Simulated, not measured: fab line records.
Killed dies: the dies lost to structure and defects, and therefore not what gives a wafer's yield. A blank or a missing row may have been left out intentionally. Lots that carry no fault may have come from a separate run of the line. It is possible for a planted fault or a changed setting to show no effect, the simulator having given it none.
fab line records	flow nandHarc
record: lots: 12	wafers: 32	lastDay: 23
route steps=1159 shown A_CONTACT@882 END@1159
lots that met no fault: from a run of the same line without faults
startH: the number of hours between the record's first day and the start of the first shown wafer of the lot	waitH: hours from the lot's prior step to this one	" repeats the value in the row above	L1.1+2: one row covering several wafers at once	- no value present, or no start provided	* or withheld: withheld	< > ~ a bound
route shown NAME@n: names a module that has steps shown in the file, with the first one's number in the route	usual: mean and standard deviation over wafers with no fault	same: alike in all rows	chamber/n: place in a boat	sites: per-site readings	_std_site: standard deviation of those values	_edge_site: mean of outer sites minus mean of inner sites	radiusMm: for every site, how far away it sits from the centre of the wafer	mask NAME#n: copy n	behind: the last tool/chamber to shape the wafer	hold: what put the lot on hold/how long, in hours/how the hold closed	device: whichever transistor did not switch (one of n, p or np)	end of line: the same wafers' tests at the end of the route	a step with no rows: only its recipe	killed: dies that structure and defects cost at the first sort, which is not the same as the wafer's yield	map: per-die view of a wafer (x killed, . not killed, _ where there is no die)
set.NAME: the setting the step ran with; set.NAME@STEP: the setting that earlier step ran with	model.NAME: the simulator's own value behind a step, which no gauge read
a sample of lots followed through the steps of the route, with each step as a table and each wafer as a row
services: when a tool's chamber went out of use (startH, in hours from the record's first day, below 0 if earlier), for how many hours, and the reason
== steps ==
step: NHARC_A_CONTACT_STRIP_55
recipe: o2FlowSccm: 500	arFlowSccm: 0	biasW: 0	chemistry: O2
usual: drypumpMotorCurrentA: 5.98/0.22	oesProductAu: 0.999/0.008	rfVppV: 57.7/0.87	showerheadPlenumPTorr: 3.50/0.14	throttleValvePct: 17.037/0.0093
lot.wafer	tool	chamber	startH	waitH	drypumpMotorCurrentA	oesProductAu	rfHoursCounterH	rfVppV	showerheadPlenumPTorr	throttleValvePct
L385.2	rieDiel-02	1	-	-	6.24	1.000	8	57.5	3.71	17.031
L385.4	"	2	"	"	6.05	1.015	8	57.2	3.42	17.035
L385.3	"	0	"	"	6.03	1.009	5	58.3	3.48	17.054
L388.4	rieDiel-02	2	-	-	6.03	1.005	8	58.4	3.42	17.058
L388.2	"	3	"	"	5.97	0.990	7	58.2	3.41	17.043
L388.6	"	0	"	"	6.01	1.004	-	56.3	3.48	17.031
L386.2	rieDiel-01	1	-	-	6.10	0.992	25	58.0	3.65	17.038
L386.6	"	1	"	"	6.08	1.001	-	57.1	3.65	17.033
L386.5	"	2	"	"	5.70	0.990	-	57.7	3.31	17.033
L387.3	rieDiel-02	1	-	-	6.24	0.995	10	59.0	3.71	17.045
L387.2	"	3	"	"	6.02	0.988	9	57.1	3.40	17.051
L387.5	"	1	"	"	6.23	0.992	-	57.9	3.71	17.018
L389.2	rieDiel-12	1	-	-	5.80	0.989	2	57.7	3.31	17.034
L389.3	"	2	"	"	5.59	0.993	2	57.8	3.48	17.058
L389.4	"	3	"	"	6.18	0.992	2	57.1	3.66	17.040
L392.1	rieDiel-12	3	-	-	6.19	1.004	6	58.4	3.66	17.035
L391.2	rieDiel-02	3	-	-	6.01	0.994	15	57.6	3.40	17.025
L391.3	"	1	"	"	6.22	1.005	15	57.8	3.71	17.038
L391.6	"	3	"	"	6.01	0.985	-	57.8	3.40	17.028
L395.2	rieDiel-01	3	-	-	5.54	1.003	45	59.0	3.74	17.014
L395.1	"	0	"	"	5.68	1.002	42	58.0	3.29	17.025
L395.3	"	1	"	"	6.11	0.992	42	57.5	3.64	17.036
L394.6	rieDiel-12	3	-	-	6.21	1.012	-	59.5	3.65	17.041
L397.2	rieDiel-02	0	-	-	6.03	0.991	17	57.1	3.47	17.029
L397.1	"	1	"	"	6.25	0.992	21	57.6	3.70	17.038
L397.6	"	0	"	"	6.03	0.996	-	57.4	3.47	17.043
L396.1	rieDiel-12	1	-	-	5.80	0.994	12	55.4	3.31	17.035
L396.3	"	3	"	"	6.20	1.005	19	58.9	3.65	17.037
L396.6	"	0	"	"	6.13	1.004	-	55.6	3.51	17.039
L402.3	rieDiel-12	1	-	-	5.80	0.995	28	58.7	3.30	17.029
L402.6	"	3	"	"	6.20	1.010	-	58.9	3.64	17.052
L402.5	"	0	"	"	6.14	1.001	-	57.1	3.50	17.026
step: NHARC_A_CONTACT_DEP_58
recipe: targetThkA: 600	targetThkNm: 60	tempC: 400	pressureTorr: 3.5	flowSccm: 200	rfW: 350	material: SiON
usual: heaterPowerW: 723/91	susceptorTempC: 399.99/0.21
lot.wafer	tool	chamber	startH	waitH	heaterPowerW	susceptorTempC
L385.2	pecvd-02	2	385.52	1.2	730	400.31
L385.3	"	1	"	"	745	399.64
L385.4	"	2	"	"	726	400.17
L388.2	pecvd-01	2	386.26	1.2	587	400.15
L388.4	"	0	"	"	609	400.02
L388.6	"	1	"	"	747	399.96
L386.2	pecvd-02	2	390.10	1.2	683	400.25
L386.6	"	0	"	"	688	399.83
L386.5	"	1	"	"	744	400.29
L387.3	pecvd-01	2	397.11	0.9	594	399.99
L387.2	"	0	"	"	692	400.16
L387.5	"	2	"	"	604	399.87
L389.3	pecvd-02	2	399.76	0.9	680	400.27
L389.2	"	0	"	"	692	400.09
L389.4	"	1	"	"	723	399.78
L392.1	pecvd-02	0	415.93	1.5	669	399.64
L391.3	pecvd-01	1	421.04	1.0	642	400.13
L391.2	"	2	"	"	597	400.02
L391.6	"	1	"	"	650	400.02
L395.2	pecvd-02	0	431.56	1.2	702	399.84
L395.1	"	1	"	"	727	399.53
L395.3	"	2	"	"	692	399.67
L394.6	pecvd-02	1	432.36	0.2	655	400.07
L397.2	pecvd-01	0	446.01	1.2	640	399.96
L397.1	"	1	"	"	800	400.13
L397.6	"	0	"	"	639	399.99
L396.3	pecvd-04	1	446.53	0.9	836	400.04
L396.1	"	2	"	"	926	399.91
L396.6	"	0	"	"	620	399.65
L402.3	pecvd-01	0	491.67	0.9	721	400.10
L402.5	"	0	"	"	701	400.40
L402.6	"	1	"	"	755	400.19
step: NHARC_A_CONTACT_ETCH_75
recipe: targetDepthA: 390	overEtchFrac: 0.3	timeS: 65	ionEnergyEv: 80	cf4FlowSccm: 150	arFlowSccm: 0	rfW: 300	biasW: 100	chemistry: CF4
usual: drypumpMotorCurrentA: 5.99/0.2	oesProductAu: 1.000/0.0082	rfVppV: 150.9/1.2	runLengthS: 86.2/0.46	showerheadPlenumPTorr: 1.75/0.071	throttleValvePct: 13.284/0.0091
lot.wafer	tool	chamber	startH	waitH	drypumpMotorCurrentA	oesProductAu	rfHoursCounterH	rfVppV	runLengthS	showerheadPlenumPTorr	throttleValvePct
L385.3	rieDiel-02	3	386.39	0.1	5.95	0.992	8	149.7	86.0	1.71	13.279
L385.2	"	0	"	"	6.01	1.008	5	150.9	86.4	1.74	13.277
L385.4	"	1	"	"	6.21	1.014	8	152.0	86.6	1.86	13.284
L388.2	rieDiel-02	1	387.31	0.1	6.22	1.001	9	151.9	86.5	1.86	13.279
L388.4	"	2	"	"	6.01	1.008	9	150.7	86.2	1.71	13.295
L388.6	"	3	"	"	5.97	0.988	-	150.3	85.9	1.71	13.274
L386.2	rieDiel-01	2	391.10	0.1	5.70	0.995	29	149.6	86.2	1.66	13.292
L386.6	"	2	"	"	5.72	1.006	-	150.0	86.6	1.66	13.273
L386.5	"	3	"	"	5.57	1.000	-	152.2	85.9	1.88	13.282
L387.2	rieDiel-12	0	398.13	0.1	6.11	0.994	2	152.3	85.8	1.76	13.276
L387.3	"	1	"	"	5.78	0.992	2	148.7	85.9	1.66	13.283
L387.5	"	3	"	"	6.18	0.999	-	151.9	86.4	1.83	13.280
L389.4	rieDiel-01	0	400.74	0.1	5.70	1.007	29	149.7	87.1	1.65	13.284
L389.2	"	1	"	"	6.15	1.005	29	151.7	85.4	1.83	13.286
L389.3	"	2	"	"	5.68	0.987	32	148.9	86.4	1.66	13.267
L392.1	rieDiel-02	1	416.89	0.1	6.23	0.999	14	151.4	72.1	1.86	13.289
L391.3	rieDiel-12	3	422.12	0.1	6.20	0.993	11	151.2	86.6	1.83	13.276
L391.2	"	0	"	"	6.13	0.996	11	151.1	86.0	1.76	13.279
L391.6	"	3	"	"	6.24	0.998	-	151.4	86.3	1.83	13.279
L395.2	rieDiel-01	0	432.55	0.1	5.69	0.998	43	151.9	87.0	1.65	13.284
L395.1	"	1	"	"	6.10	0.999	43	151.2	85.2	1.82	13.283
L395.3	"	3	"	"	5.56	1.012	47	152.4	85.3	1.88	13.301
L394.6	rieDiel-02	1	433.28	0.1	6.23	1.006	-	152.4	71.8	1.86	13.297
L397.1	rieDiel-01	0	447.11	0.1	5.69	1.002	50	149.3	87.3	1.65	13.278
L397.2	"	2	"	"	5.69	1.003	52	149.6	86.1	1.65	13.292
L397.6	"	3	"	"	5.61	0.993	-	154.2	85.5	1.87	13.283
L396.3	rieDiel-01	2	447.55	0.1	5.69	0.994	52	149.9	86.7	1.65	13.294
L396.1	"	3	"	"	5.57	1.009	53	151.0	85.1	1.87	13.272
L396.6	"	0	"	"	5.71	0.993	-	151.9	86.8	1.65	13.273
L402.3	rieDiel-12	0	492.55	0.1	6.10	0.993	35	151.8	86.4	1.76	13.274
L402.5	"	2	"	"	5.58	0.987	-	149.7	86.0	1.74	13.277
L402.6	"	3	"	"	6.21	0.999	-	152.9	87.2	1.83	13.291
step: NHARC_A_CONTACT_ETCH_124
recipe: sourceW: withheld	pressureMtorr: 20	biasV: withheld	timeS: 140	targetDepthA: 7000	arFlowSccm: withheld	c4f8FlowSccm: withheld	o2FlowSccm: withheld	chemistry: C4F8/O2/Ar
usual: runLengthS: 141.4/0.46
lot.wafer	tool	chamber	startH	waitH	rfHoursCounterH	runLengthS
L385.2	harCapEtch-02	0	387.43	-	11	141.7
L385.3	"	0	"	"	-	141.6
L385.4	"	1	"	"	-	141.2
L388.2	harCapEtch-01	0	388.35	-	57	141.7
L388.4	"	1	"	"	-	141.6
L388.6	"	0	"	"	-	141.7
L386.2	harCapEtch-02	0	392.25	-	12	141.6
L386.6	"	0	"	"	-	141.7
L386.5	"	1	"	"	-	141.1
L387.2	harCapEtch-01	1	399.20	-	59	141.2
L387.3	"	0	"	"	-	141.8
L387.5	"	1	"	"	-	141.9
L389.2	harCapEtch-02	0	401.78	-	14	142.1
L389.4	"	0	"	"	-	142.0
L389.3	"	1	"	"	-	141.0
L392.1	harCapEtch-01	0	417.93	-	62	141.5
L391.2	harCapEtch-01	1	423.25	-	64	141.4
L391.3	"	1	"	"	-	141.2
L391.6	"	0	"	"	-	141.6
L395.1	harCapEtch-01	0	433.66	-	66	141.6
L395.2	"	1	"	"	66	141.5
L395.3	"	0	"	"	-	141.8
L394.6	harCapEtch-03	0	434.75	-	-	141.7
L397.1	harCapEtch-02	0	448.36	-	22	141.8
L397.2	"	1	"	"	22	141.1
L397.6	"	1	"	"	-	141.4
L396.1	harCapEtch-03	0	448.75	-	99	141.6
L396.3	"	0	"	"	-	141.0
L396.6	"	0	"	"	-	141.3
L402.3	harCapEtch-02	1	493.77	-	-	141.4
L402.6	"	0	"	"	-	141.8
L402.5	"	1	"	"	-	141.0
step: NHARC_END_SORT_01
recipe: tempC: 25
usual: killedAtArray: 28/10	killedAtOther: 0.6/0.85	killedAtPeriphery: 3.3/2.3	killedDies: 32/11	killedOpen: 3.3/1.5	killedShort: 2.1/1.4
same: grossDies: 677
lot.wafer	tool	chamber	startH	waitH	killedAtArray	killedAtOther	killedAtPeriphery	killedDies	killedOpen	killedShort
L395.1	prober-01	0	494.52	2.5	13	0	4	17	3	1
L395.2	prober-01	0	495.32	2.8	10	2	7	19	2	3
L395.3	prober-01	0	496.11	3.1	12	0	5	17	4	2
killed by level:class
L395.1 A_CHANNEL_HOLE_D1:chamberFilmFlake=6 P_ZERO_WELL:chamberFilmFlake=3 A_STAIRCASE:chamberFilmFlake=3 A_ONON_D1:geometricParticle:short=1 A_SGD_CUT:geometricParticle:open=1 A_BLC:geometricParticle:open=1 A_M0:geometricParticle:open=1 P_GATE:chamberFilmFlake=1
L395.2 P_ZERO_WELL:chamberFilmFlake=5 A_WL_FILL:chamberFilmFlake=2 A_CONTACT:chamberFilmFlake=2 THIN_TSV:chamberFilmFlake=2 P_CONTACT:geometricParticle:open=1 A_CHANNEL_FILL_D1:geometricParticle:short=1 A_CONTACT:geometricParticle:open=1 A_BLC:geometricParticle:short=1
L395.3 P_ZERO_WELL:chamberFilmFlake=4 A_CONTACT:chamberFilmFlake=3 A_CONTACT:geometricParticle:open=2 A_STAIRCASE:chamberFilmFlake=2 A_WL_FILL:geometricParticle:short=1 A_BLC:geometricParticle:open=1 A_M0:geometricParticle:short=1 A_M0:geometricParticle:open=1
== services ==
tool	chamber	startH	hours	kind
rieDiel-02	0	361.28	-	clean
rieDiel-02	1	361.28	-	clean
rieDiel-02	2	361.28	-	clean
rieDiel-02	3	361.28	-	clean
pecvd-02	-	366.19	2.1	repair
pecvd-04	-	376.00	13.0	pm
rieDiel-12	-	380.36	9.0	pm
rieDiel-02	0	385.83	-	clean
rieDiel-02	1	385.83	-	clean
rieDiel-02	2	385.83	-	clean
rieDiel-02	3	385.83	-	clean
pecvd-04	2	389.00	5.1	repair
rieDiel-12	1	404.57	12.5	repair
rieDiel-02	0	410.33	-	clean
rieDiel-02	1	410.33	-	clean
rieDiel-02	2	421.46	9.2	repair
pecvd-01	-	427.39	13.0	pm
pecvd-04	-	429.54	1.1	repair
rieDiel-02	3	431.41	25.1	repair
pecvd-01	2	444.03	16.4	repair
rieDiel-01	-	465.37	0.4	repair
rieDiel-12	-	477.69	0.4	repair
rieDiel-01	1	482.87	4.4	repair
rieDiel-01	-	491.82	9.0	pm
== key ==
firstSign: step: NHARC_A_CONTACT_ETCH_75	reading: runLengthS	direction: down	sigmas: 31	usual: *	struck: *
effect none on later readings
metAt NHARC_A_CONTACT_ETCH_75
struckLots L392,L394
struckWafers L392.1,L394.6
rowsEnd L392.1
testerLeftOut L394
notActingAt NHARC_A_CONTACT_STRIP_55,NHARC_A_CONTACT_DEP_58,NHARC_A_CONTACT_ETCH_124
onsetBetween 387.31 416.89
earlierFault: kind: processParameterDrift	tool: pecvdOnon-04	chamber: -	onsetH: 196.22	steps: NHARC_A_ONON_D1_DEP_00	channel: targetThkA	offset: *	shape: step	actsIn: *	stated: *
fault: kind: processParameterDrift	tool: rieDiel-02	chamber: 1	onsetH: 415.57	steps: NHARC_A_CONTACT_ETCH_75	channel: timeS	offset: *	shape: step	actsIn: *	stated: *
testerLeftOut: of these lots the tester's yield and bins aren't shown, on N5 and GAA mostly nor the transistor test; their killed dies are dies lost to structure and defects alone, not to doping, threshold or leakage, so they don't give the yield
rowsEnd: these wafers met a further fault down the route, and their rows from its step on are left out
